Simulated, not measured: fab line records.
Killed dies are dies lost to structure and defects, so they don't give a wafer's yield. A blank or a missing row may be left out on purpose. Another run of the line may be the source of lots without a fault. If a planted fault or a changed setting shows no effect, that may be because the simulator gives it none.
Matching of chambers	flow nand-harc	NHARC_A_STAIRCASE_DESCUM_186 on rie-diel-07 has 4 sister chambers
The step chemistry O2, time 3 s. 16 wafers are shown with their chamber, then 8 later ones without.

## WAFERS PAIRED WITH THEIR CHAMBERS
wafer	chamber	drypump-motor-current-A (A)	oes-product-au (a.u.)	showerhead-plenum-p-Torr (Torr)
L075.3	1	5.7	1.002	1.86
L075.5	2	5.4	1.012	1.82
L075.6	3	5.5	1.012	1.91
L079.1	1	5.7	1.003	1.86
L079.2	3	5.5	1.000	1.91
L079.6	3	5.4	1.012	1.91
L083.2	3	5.5	0.986	1.90
L083.4	0	5.4	0.990	1.76
L083.6	3	5.5	0.988	1.90
L084.3	0	5.5	0.994	1.76
L084.4	3	5.4	1.007	1.90
L084.5	1	5.7	0.997	1.85
L087.2	0	5.5	0.996	2.08
L087.3	1	5.7	1.001	1.85
L087.4	2	5.4	1.003	1.81
L088.3	3	5.5	1.006	1.90

SIGNATURES (averages over the wafers above)
reading	chamber 0	chamber 1	chamber 2	chamber 3	scatter within a chamber
drypump-motor-current-A	5.467	5.700	5.400	5.471	0.0418
oes-product-au	0.99333	1.00075	1.00750	1.00157	0.00804
showerhead-plenum-p-Torr	1.8667	1.8550	1.8150	1.9043	0.0756
Rule: for a wafer and a chamber, the distance is found by dividing, reading by reading, the gap between the wafer's reading and the chamber's mean by the reading's scatter, squaring, summing and taking the root. If the next closest chamber is less than 2 further off than the closest, the wafer can't be placed; otherwise it belongs to the closest. How the scatter is found: for the shown wafers, subtract from each reading the mean of its chamber, square and add these, divide the total by (wafers less chambers), then take the root.

## WAFERS WITH NO CHAMBER GIVEN
wafer	drypump-motor-current-A (A)	oes-product-au (a.u.)	showerhead-plenum-p-Torr (Torr)
L088.4	5.4	1.007	1.81
L088.6	5.7	1.002	1.85
L097.3	5.5	1.005	1.89
L097.5	5.7	0.991	1.84
L097.6	5.4	0.983	1.80
L096.2	5.7	0.991	1.84
L096.3	5.5	1.005	1.89
L096.6	5.5	1.003	1.89

## EACH ONE'S CHAMBER
wafer	from the rows above	in truth
L088.4	2	2
L088.6	1	1
L097.3	can't be placed: 3 or 0 or 2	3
L097.5	1	1
L097.6	can't be placed: 0 or 2 or 3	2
L096.2	1	1
L096.3	can't be placed: 3 or 0 or 2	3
L096.6	can't be placed: 3 or 0 or 2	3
Placed correctly: 4 of 8. Cannot be placed on the basis of these rows: 4; the candidates contain the true chamber in 4. Placed wrongly: 0.
